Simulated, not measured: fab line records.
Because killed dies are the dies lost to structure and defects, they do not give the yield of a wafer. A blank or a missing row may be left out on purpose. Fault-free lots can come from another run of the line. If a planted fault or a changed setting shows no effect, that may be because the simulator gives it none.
Matching of chambers -- flow n5_finfet -- N5_BEOL_M8_ETCH_66 on rie_diel-02: 4 sister chambers
The step etches SOC in N2/H2, target depth 80 nm, overetch 16 nm, time 120 s. 16 wafers are shown with their chamber, then 8 later ones without.

== WAFERS WITH THEIR CHAMBER ==
wafer,chamber,showerhead_plenum_p_Torr (Torr),oes_product_au (a.u.),throttle_valve_pct (%)
L074.4,1,2.44,0.58,17.74
L074.5,1,2.44,0.58,17.75
L074.6,0,2.51,0.55,17.69
L082.2,1,2.43,0.57,17.79
L082.3,0,2.50,0.54,17.73
L082.5,1,2.43,0.58,17.77
L084.1,1,2.43,0.58,17.80
L084.3,0,2.50,0.54,17.73
L084.6,0,2.50,0.54,17.72
L086.3,1,2.43,0.57,17.80
L086.4,0,2.50,0.53,17.75
L086.5,0,2.50,0.53,17.75
L088.1,2,2.71,0.71,17.84
L088.2,3,2.61,0.67,17.49
L088.5,3,2.61,0.67,17.48
L093.1,1,2.42,0.56,17.82

SIGNATURES, as means of the wafers listed above
reading,chamber 0,chamber 1,chamber 2,chamber 3,scatter within a chamber
showerhead_plenum_p_Torr,2.5017,2.4314,2.7100,2.6100,0.00555
oes_product_au,0.5383,0.5743,0.7100,0.6700,0.00739
throttle_valve_pct,17.7283,17.7814,17.8400,17.4850,0.0252
Rule: distance of a wafer from a chamber = root of the sum over the readings of ((wafer's reading minus chamber's mean) / reading's scatter) squared. The wafer belongs to the nearest chamber; if the next one is less than 2 further off, it can't be placed. How the scatter is found: for the shown wafers, subtract from each reading the mean of its chamber, square and add these, divide the total by (wafers less chambers), then take the root.

== WAFERS WITH NO CHAMBER GIVEN ==
wafer,showerhead_plenum_p_Torr (Torr),oes_product_au (a.u.),throttle_valve_pct (%)
L093.4,2.61,0.67,17.48
L093.5,2.42,0.56,17.83
L094.1,2.61,0.66,17.51
L094.5,2.61,0.67,17.50
L094.6,2.71,0.70,17.86
L095.2,2.61,0.66,17.48
L095.3,2.42,0.56,17.82
L095.5,2.71,0.69,17.88

== THE CHAMBER EACH PASSED THROUGH ==
wafer,from the rows above,in truth
L093.4,3,3
L093.5,1,1
L094.1,3,3
L094.5,3,3
L094.6,2,2
L095.2,3,3
L095.3,1,1
L095.5,2,2
Placed correctly: 8 of 8. Not placeable from these rows: 0. Number placed wrongly: 0.
